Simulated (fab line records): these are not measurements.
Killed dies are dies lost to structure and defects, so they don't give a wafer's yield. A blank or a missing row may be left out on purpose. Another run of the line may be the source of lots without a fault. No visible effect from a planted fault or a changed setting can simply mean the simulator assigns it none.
fab line records	flow nandHarc	part 2 of 2: steps 5 to 6 of 6
[record] lots = 23	wafers = 69	lastDay = 34
route steps=1302 shown A_STAIRCASE@850 A_SGD_CUT@906 A_WL_FILL@957
lots with no fault: from the same line, run without faults
startH: the number of hours between the record's first day and the start of the first shown wafer of the lot	waitH: hours since the lot's step before	" the same as in the row above	L1.1+2: several wafers, shown together as one row	- no value, or no start was given	* or withheld: withheld	< > ~ a bound
route shown NAME@n: a module of which the file shows steps, and the number in the route of the first	usual: average and standard deviation across the fault-free wafers	same: alike in all rows	chamber/n: place in a boat	sites: per-site readings	_std_site: the values' standard deviation	_edge_site: the outer-site mean with the inner-site mean subtracted	radiusMm: how far each site lies from the wafer's centre	mask NAME#n: copy n	behind: the most recent tool/chamber to have shaped the wafer	hold: why the lot went on hold/how many hours it stayed there/how the hold came to an end	device: the transistor (n, p or np) that didn't switch	end of line: the same wafers' tests at the end of the route	a step without rows: its recipe alone	killed: dies lost to structure and defects at the first sort, not the wafer's yield	map: shows each die of a wafer: x if killed, . if not, _ if none is there
set.NAME: the setting as run; set.NAME@STEP: as run at that earlier step	model.NAME: the simulator's own value behind a step, which no gauge read
one table for each step of the route and one row for each wafer, over a sample of lots
services: the hour from which a tool's chamber was out of use, counted from the record's first day as startH (under 0 if before that day), plus the number of hours and why
[[steps]]
[step NHARC_A_WL_FILL_ETCHBACK_04]
[recipe] targetDepthA = 600	timeS = 120	chemistry = NF3
[usual] drypumpMotorCurrentA = 5.5/0.41	oesProductAu = 1.000/0.0075
lot.wafer	tool	chamber	startH	waitH	drypumpMotorCurrentA	oesProductAu	rfHoursCounterH
L074.3	rieMetal-03	1	461.14	0.3	5.4	1.010	-
L074.6	"	0	"	"	5.8	0.997	-
L074.5	"	1	"	"	5.4	1.000	-
L076.2	rieMetal-03	0	475.07	0.4	5.8	1.000	2.5
L076.3	"	0	"	"	5.8	0.992	-
L076.6	"	0	"	"	5.8	0.998	-
L075.2	rieMetal-02	0	477.45	0.4	5.9	1.005	0.2
L075.6	"	1	"	"	5.6	0.994	-
L075.5	"	0	"	"	5.9	1.005	-
L077.2	rieMetal-02	1	488.43	0.3	5.7	0.988	0.5
L077.6	"	1	"	"	5.6	1.001	-
L077.5	"	0	"	"	5.9	0.994	-
L078.1	rieMetal-01	0	504.52	0.3	4.9	1.002	1.5
L078.4	"	1	"	"	4.7	1.006	-
L078.6	"	0	"	"	4.9	1.000	-
L079.1	rieMetal-03	1	504.59	0.3	5.5	1.004	3.0
L079.3	"	1	"	"	5.5	1.002	-
L079.5	"	1	"	"	5.5	1.003	-
L080.2	rieMetal-02	0	527.48	0.3	5.9	1.009	0.7
L080.1	"	1	"	"	5.6	0.992	1.4
L080.3	"	1	"	"	5.6	0.999	-
L081.1	rieMetal-02	0	539.08	0.3	5.9	1.013	0.9
L081.3	"	0	"	"	5.9	1.002	-
L081.6	"	1	"	"	5.6	0.994	-
L083.2	rieMetal-01	1	543.50	0.3	4.7	1.000	2.4
L083.4	"	0	"	"	4.9	0.991	-
L083.5	"	1	"	"	4.7	1.013	-
L082.2	rieMetal-03	1	547.34	0.3	5.5	1.012	0.3
L082.4	"	1	"	"	5.5	1.007	-
L082.6	"	0	"	"	5.8	1.009	-
L085.2	rieMetal-03	1	555.72	0.3	5.5	1.000	0.5
L085.4	"	1	"	"	5.5	1.001	-
L085.3	"	0	"	"	5.8	0.996	-
L084.2	rieMetal-02	0	557.91	0.3	6.0	1.004	1.4
L084.1	"	1	"	"	5.7	1.004	2.1
L084.4	"	0	"	"	6.0	1.012	-
L086.2	rieMetal-01	1	558.25	0.3	4.7	1.000	2.9
L086.4	"	1	"	"	4.7	1.000	-
L086.5	"	1	"	"	4.7	1.001	-
L089.1	rieMetal-03	0	608.15	0.3	5.8	1.007	1.2
L089.2	"	1	"	"	5.5	1.016	1.2
L089.5	"	1	"	"	5.5	1.010	-
L087.1	rieMetal-01	1	610.76	0.3	4.7	0.994	0.2
L087.2	"	0	"	"	4.9	0.999	0.2
L087.3	"	0	"	"	4.9	0.994	-
L090.2	rieMetal-01	0	622.97	0.4	5.0	0.995	0.5
L090.5	"	1	"	"	4.7	0.998	-
L090.6	"	0	"	"	4.9	0.988	-
L088.2	rieMetal-03	1	623.12	0.3	5.5	0.999	1.5
L088.1	"	0	"	"	5.8	0.986	1.5
L088.3	"	1	"	"	5.4	1.000	-
L091.1	rieMetal-03	1	635.61	0.3	5.5	0.995	1.8
L091.3	"	1	"	"	5.5	1.001	-
L091.5	"	1	"	"	5.5	0.987	-
L093.2	rieMetal-01	1	635.95	0.3	4.7	1.001	1.0
L093.3	"	0	"	"	5.0	0.994	-
L093.5	"	1	"	"	4.7	0.991	-
L092.1	rieMetal-03	0	653.15	0.3	5.8	1.007	2.5
L092.4	"	1	"	"	5.4	0.998	-
L092.6	"	0	"	"	5.8	0.986	-
L095.1	rieMetal-03	0	668.18	0.3	5.8	1.003	2.7
L095.4	"	1	"	"	5.5	1.003	-
L095.5	"	1	"	"	5.4	0.999	-
L097.3	rieMetal-03	1	692.22	0.3	5.4	0.984	-
L097.4	"	0	"	"	5.8	1.006	-
L097.6	"	0	"	"	5.8	0.998	-
L096.2	rieMetal-03	0	725.07	0.3	5.8	0.994	0.5
L096.3	"	1	"	"	5.5	1.004	-
L096.6	"	1	"	"	5.4	1.009	-
[step NHARC_A_WL_FILL_ETCHBACK_26]
[recipe] targetDepthA = 520	timeS = 13.3	hbrFlowSccm = 150	rfW = 350	icpW = 350	biasW = 60	chemistry = HBr
[usual] drypumpMotorCurrentA = 5.9/0.53	hbrFlowSccm = 150.0/0.47	oesProductAu = 1.003/0.0074	throttleValvePct = 23.266/0.0093
lot.wafer	tool	chamber	startH	waitH	drypumpMotorCurrentA	hbrFlowSccm	oesProductAu	rfHoursCounterH	throttleValvePct
L074.3	rieSi-05	1	477.47	0.4	5.4	150.6	0.995	1.0	23.265
L074.6	"	3	"	"	6.7	149.8	0.995	-	23.267
L074.5	"	0	"	"	6.1	149.8	0.998	-	23.269
L076.3	rieSi-04	2	490.87	0.4	6.4	150.5	1.001	1.0	23.272
L076.2	"	3	"	"	6.6	150.2	0.995	0.9	23.273
L076.6	"	3	"	"	6.7	150.3	0.985	-	23.275
L075.2	rieSi-06	0	490.91	0.4	6.2	149.6	0.989	0.4	23.275
L075.6	"	1	"	"	5.4	149.7	1.000	-	23.270
L075.5	"	2	"	"	5.9	150.0	1.004	-	23.266
L077.2	rieSi-05	2	503.88	0.4	6.1	149.6	0.997	0.1	23.281
L077.5	"	1	"	"	5.4	150.1	1.004	-	23.266
L077.6	"	2	"	"	6.0	150.5	0.998	-	23.271
L078.4	rieSi-06	1	519.84	0.4	5.4	149.9	1.003	0.6	23.280
L078.1	"	3	"	"	5.9	150.1	1.021	0.6	23.275
L078.6	"	1	"	"	5.4	149.6	1.004	-	23.277
L079.1	rieSi-05	3	519.87	0.4	6.6	150.1	1.004	0.2	23.258
L079.3	"	0	"	"	6.0	150.5	0.993	0.2	23.264
L079.5	"	1	"	"	5.3	149.9	0.995	-	23.268
L080.2	rieSi-04	3	546.31	0.4	6.7	150.5	1.004	0.1	23.255
L080.1	"	0	"	"	4.7	149.8	0.998	0.1	23.269
L080.3	"	1	"	"	6.0	149.9	1.001	0.0	23.261
L083.4	rieSi-04	3	556.67	0.4	6.6	150.0	1.013	0.2	23.265
L083.2	"	0	"	"	4.7	150.8	1.010	0.1	23.272
L083.5	"	0	"	"	4.7	150.7	1.000	-	23.262
L081.3	rieSi-05	1	556.69	0.4	5.3	149.7	1.002	0.4	23.248
L081.1	"	2	"	"	6.1	149.7	1.002	0.5	23.244
L081.6	"	0	"	"	6.0	150.4	1.013	-	23.260
L082.2	rieSi-06	3	569.24	0.4	5.8	150.2	1.011	0.9	23.278
L082.4	"	1	"	"	5.3	149.6	1.010	0.9	23.255
L082.6	"	0	"	"	6.2	150.4	1.002	-	23.284
L084.1	rieSi-04	2	569.24	0.4	6.3	149.7	0.991	0.3	23.266
L084.2	"	3	"	"	6.7	150.1	1.011	0.3	23.269
L084.4	"	1	"	"	6.0	149.4	1.008	0.2	23.275
L085.2	rieSi-05	0	569.25	0.4	6.0	150.4	0.996	0.5	23.258
L085.4	"	1	"	"	5.3	150.7	1.007	0.5	23.263
L085.3	"	2	"	"	6.0	150.3	1.002	0.6	23.266
L086.4	rieSi-05	2	572.23	0.4	6.1	150.0	0.994	0.6	23.267
L086.2	"	0	"	"	6.0	150.2	0.999	0.6	23.275
L086.5	"	1	"	"	5.3	149.9	1.002	-	23.261
L087.1	rieSi-04	0	628.11	0.4	4.8	149.5	1.001	0.6	23.252
L087.2	"	2	"	"	6.4	150.2	0.987	0.6	23.270
L087.3	"	3	"	"	6.6	150.0	1.003	0.7	23.251
L089.1	rieSi-05	2	628.12	0.4	6.0	149.9	0.999	0.9	23.249
L089.2	"	3	"	"	6.7	150.0	1.001	1.0	23.270
L089.5	"	2	"	"	6.0	150.4	1.001	-	23.255
L088.3	rieSi-04	3	638.39	0.4	6.7	150.1	1.002	0.7	23.260
L088.1	"	1	"	"	6.0	149.3	0.994	0.6	23.286
L088.2	"	2	"	"	6.3	150.4	0.987	0.6	23.262
L090.2	rieSi-06	0	638.41	0.4	6.3	149.4	1.006	0.2	23.275
L090.5	"	2	"	"	6.0	149.5	1.000	-	23.260
L090.6	"	3	"	"	5.9	150.2	1.008	-	23.274
L091.1	rieSi-06	1	651.22	0.4	5.3	149.3	1.000	0.3	23.262
L091.3	"	3	"	"	5.8	149.4	1.007	0.3	23.245
L091.5	"	2	"	"	6.0	149.1	1.004	-	23.260
L093.2	rieSi-05	2	651.22	0.4	6.1	149.4	1.015	1.1	23.259
L093.3	"	3	"	"	6.7	149.1	0.996	1.1	23.296
L093.5	"	2	"	"	6.1	150.0	1.013	-	23.264
L092.4	rieSi-05	0	668.44	0.4	6.0	149.5	1.011	0	23.270
L092.1	"	1	"	"	5.3	151.5	1.017	0	23.271
L092.6	"	3	"	"	6.7	149.7	1.007	-	23.269
L095.1	rieSi-05	1	688.48	0.4	5.4	149.9	1.012	0.2	23.239
L095.4	"	0	"	"	6.0	149.8	1.006	0.2	23.263
L095.5	"	1	"	"	5.3	150.5	1.000	-	23.275
L097.4	rieSi-06	2	708.62	0.4	5.9	149.6	1.003	0.8	23.265
L097.3	"	3	"	"	5.9	149.0	1.006	0.6	23.273
L097.6	"	3	"	"	5.9	149.6	1.002	-	23.260
L096.2	rieSi-06	1	743.85	0.4	5.4	150.3	0.998	0.8	23.272
L096.3	"	2	"	"	5.9	149.6	1.001	0.9	23.253
L096.6	"	0	"	"	6.2	149.5	1.004	-	23.274
[[services]]
tool	chamber	startH	hours	kind
rieDiel-01	-	380.82	9.0	pm
rieMetal-03	-	385.09	1.0	repair
rieDiel-01	2	393.51	3.3	repair
rieDiel-02	-	393.70	9.0	pm
rieDiel-04	1	395.52	5.5	repair
rieDiel-01	2	397.78	2.8	repair
rieDiel-04	1	411.04	2.2	repair
rieDiel-04	0	416.90	7.5	repair
rieDiel-04	1	446.43	59.4	repair
rieMetal-03	-	519.00	9.0	pm
rieDiel-01	2	520.61	2.8	repair
rieDiel-04	-	534.82	9.0	pm
rieDiel-01	2	548.55	2.6	repair
rieDiel-01	-	557.82	9.0	pm
rieDiel-01	0	568.45	6.7	repair
rieDiel-02	-	570.70	9.0	pm
rieDiel-04	0	614.70	15.9	repair
rieDiel-01	0	618.00	2.5	repair
rieDiel-04	2	661.17	3.2	repair
rieMetal-03	-	696.00	9.0	pm
rieDiel-02	2	710.67	4.1	repair
rieDiel-01	-	711.71	1.4	repair
rieDiel-04	-	711.82	9.0	pm
rieDiel-01	-	734.91	9.0	pm
